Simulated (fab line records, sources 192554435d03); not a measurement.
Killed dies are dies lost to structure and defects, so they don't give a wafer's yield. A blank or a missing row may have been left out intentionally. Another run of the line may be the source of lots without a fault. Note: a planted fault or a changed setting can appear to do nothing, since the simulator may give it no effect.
Which tool was responsible? ; flow n5Finfet ; 33 wafers from 11 lots sampled at 4 of the route's 1938 steps

== WHAT THE GAUGES SHOWED, per wafer ==
No reading from a measuring or inspecting step in the record can be judged against a usual standard deviation.

== WHICH TOOL RAN EACH LOT (tool, then ch and the chambers of the sampled wafers, then the start) ==
lot;N5_BEOL_M12_STRIP_37;N5_BEOL_M12_ANNEAL_48;N5_BEOL_M12_CMP_49;N5_BEOL_M13_ILD_DEP_00
L677;plasmaAsher-02 ch 0,1, day 11 09:31;rtpAnneal-01 ch 0, day 11 12:59;cmp-04 ch 0,1, day 11 13:17;pecvd-04 ch 1,2, day 11 13:46
L681;plasmaAsher-01 ch 0,1, day 11 20:09;rtpAnneal-02 ch 0, day 11 22:34;cmp-03 ch 0,3, day 11 22:52;pecvd-03 ch 0,2, day 11 23:21
L679;plasmaAsher-02 ch 0,1, day 12 01:08;rtpAnneal-01 ch 0, day 12 03:30;cmp-01 ch 1,2,3, day 12 03:47;pecvd-03 ch 0,1, day 12 04:17
L682;plasmaAsher-02 ch 1, day 12 09:00;rtpAnneal-01 ch 0, day 12 11:07;cmp-04 ch 0,3, day 12 11:26;pecvd-04 ch 0,1,2, day 12 11:55
L685;plasmaAsher-02 ch 0,1, day 13 08:55;rtpAnneal-01 ch 0, day 13 12:39;cmp-04 ch 1,2,3, day 13 12:53;pecvd-04 ch 0,1,2, day 13 13:21
L688;plasmaAsher-01 ch 0,1, day 13 22:23;rtpAnneal-01 ch 0, day 14 00:15;cmp-04 ch 0,1,3, day 14 00:36;pecvd-04 ch 0,1,2, day 14 01:02
L687;plasmaAsher-02 ch 0,1, day 14 05:53;rtpAnneal-02 ch 0, day 14 10:11;cmp-01 ch 0,2, day 14 10:26;pecvd-03 ch 0,1,2, day 14 10:56
L689;plasmaAsher-01 ch 0,1, day 14 07:22;rtpAnneal-02 ch 0, day 14 13:14;cmp-03 ch 0,2, day 14 13:32;pecvd-04 ch 0,1,2, day 14 14:01
L694;plasmaAsher-02 ch 0,1, day 15 10:52;rtpAnneal-02 ch 0, day 15 12:23;cmp-03 ch 0,3, day 15 12:38;pecvd-03 ch 1,2, day 15 13:08
L695;plasmaAsher-01 ch 1, day 15 16:19;rtpAnneal-02 ch 0, day 16 00:11;cmp-04 ch 0,2,3, day 16 00:29;pecvd-03 ch 0,2, day 16 00:59
L699;plasmaAsher-02 ch 0,1, day 16 22:08;rtpAnneal-02 ch 0, day 17 03:04;cmp-04 ch 0,1,3, day 17 03:22;pecvd-01 ch 0,1,2, day 17 03:49
- N5_BEOL_M12_STRIP_37: strips in N2/H2.
- N5_BEOL_M12_ANNEAL_48: time 90 s.
- N5_BEOL_M12_CMP_49: polishes, stops on SiOC, t overpolish 20.6 s, target thk 320 nm.
- N5_BEOL_M13_ILD_DEP_00: deposits SiOC from DEMS/O2, target thk 837.92 nm, time 166.4 s.

== WHAT THE TOOLS THEMSELVES READ (means of the sampled wafers that have a number; where no wafer has one, the mark that the record gives instead) ==
N5_BEOL_M12_STRIP_37. Usual: drypumpMotorCurrentA 5.51 A, standard deviation 0.18; heaterPowerW 353 W, standard deviation 22; n2FlowSccm 1750 sccm, standard deviation 5.6; oesProductAu 0.790 a.u., standard deviation 0.012.
lot;tool;drypumpMotorCurrentA (A);heaterPowerW (W);n2FlowSccm (sccm);oesProductAu (a.u.);flag
L677;plasmaAsher-02;5.52;343;1749;0.781;
L681;plasmaAsher-01;5.46;352;1750;0.778;
L679;plasmaAsher-02;5.61;359;1747;0.791;
L682;plasmaAsher-02;5.40;323;1758;0.782;
L685;plasmaAsher-02;5.52;347;1748;0.791;
L688;plasmaAsher-01;5.47;362;1757;0.787;
L687;plasmaAsher-02;5.51;343;1749;0.788;
L689;plasmaAsher-01;5.38;351;1751;0.793;
L694;plasmaAsher-02;5.60;361;1757;0.795;
L695;plasmaAsher-01;5.26;336;1755;0.795;
L699;plasmaAsher-02;5.52;345;1750;0.790;

N5_BEOL_M12_ANNEAL_48. Usual: wafer_temp_C_max at 226.25, with a standard deviation of 0.27.
lot;tool;wafer_temp_C_max;flag
L677;rtpAnneal-01;226.17;
L681;rtpAnneal-02;226.51;
L679;rtpAnneal-01;226.38;
L682;rtpAnneal-01;226.41;
L685;rtpAnneal-01;226.23;
L688;rtpAnneal-01;226.18;
L687;rtpAnneal-02;226.27;
L689;rtpAnneal-02;226.43;
L694;rtpAnneal-02;226.29;
L695;rtpAnneal-02;226.16;
L699;rtpAnneal-02;226.29;

N5_BEOL_M12_CMP_49. Usual: barrierFieldEndpointS 30.6 s, standard deviation 0.78; motorCurrentA 6.0 A, standard deviation 0.46; overpolishRunS 20.601 s, standard deviation 0.0094; slurryFlowMlMin 150.0, standard deviation 0.47.
lot;tool;barrierFieldEndpointS (s);motorCurrentA (A);overpolishRunS (s);slurryFlowMlMin;flag
L677;cmp-04;29.2;5.7;20.600;149.7;
L681;cmp-03;30.5;6.7;20.597;150.0;
L679;cmp-01;31.5;5.5;20.604;150.5;
L682;cmp-04;31.0;5.8;20.593;150.1;
L685;cmp-04;31.8;6.0;20.603;149.7;
L688;cmp-04;30.1;5.8;20.613;150.0;
L687;cmp-01;29.7;6.1;20.597;149.6;
L689;cmp-03;30.3;6.1;20.598;150.1;
L694;cmp-03;30.4;6.7;20.608;150.3;
L695;cmp-04;30.3;6.1;20.599;150.4;
L699;cmp-04;29.5;5.9;20.606;149.8;

N5_BEOL_M13_ILD_DEP_00. Usual: heaterPowerOuterW 265 W, standard deviation 61; heaterPowerW 504 W, standard deviation 100; showerheadPlenumPTorr 5.697 Torr, standard deviation 0.012; susceptorTempC 349.99 C, standard deviation 0.2; throttleValvePct 11.9 %, standard deviation 0.85.
lot;tool;heaterPowerOuterW (W);heaterPowerW (W);showerheadPlenumPTorr (Torr);susceptorTempC (C);throttleValvePct (%);flag
L677;pecvd-04;318;655;5.693;350.00;11.3;
L681;pecvd-03;225;448;5.695;350.03;12.5;
L679;pecvd-03;206;392;5.703;349.93;13.1;
L682;pecvd-04;293;588;5.689;349.84;11.3;
L685;pecvd-04;316;611;5.702;349.21;11.2;OFF
L688;pecvd-04;297;583;5.697;349.10;11.2;OFF
L687;pecvd-03;257;465;5.698;350.10;12.8;
L689;pecvd-04;320;617;5.695;349.30;11.2;OFF
L694;pecvd-03;320;567;5.690;349.68;12.3;
L695;pecvd-03;278;525;5.693;349.87;12.4;
L699;pecvd-01;258;482;5.701;350.22;11.9;

== THE ANSWER, worked out from the rows above alone ==
Rule: lot off if the mean of its wafers having a number is beyond 3 standard deviations from the usual mean. Also off: a lot with no number at a reading for which 4 or more lots have one. The other lots that the step has rows for count as sound. Order of review: gauges by route order, followed by the tools' own readings, for which a lot's mean as printed above is used. The first step at which some lot is off is used, and at that step the reading that is off furthest; a lot without a number counts as furthest.
Off, at N5_BEOL_M13_ILD_DEP_00 on susceptorTempC: L685, L688, L689.
A tool fits if, at that step or a process step before it, it ran every lot that is off, and no sound lot after the first of them. One fits: N5_BEOL_M13_ILD_DEP_00 on pecvd-04. A fault onset in the window from L682 (day 12 11:55, its last sound lot) to L685 (day 13 13:21, its first lot off) fits.

== WHAT HAD BEEN PUT IN BY THE SIMULATOR ==
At N5_BEOL_M13_ILD_DEP_00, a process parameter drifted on pecvd-04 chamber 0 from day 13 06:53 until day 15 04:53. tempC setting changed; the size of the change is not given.
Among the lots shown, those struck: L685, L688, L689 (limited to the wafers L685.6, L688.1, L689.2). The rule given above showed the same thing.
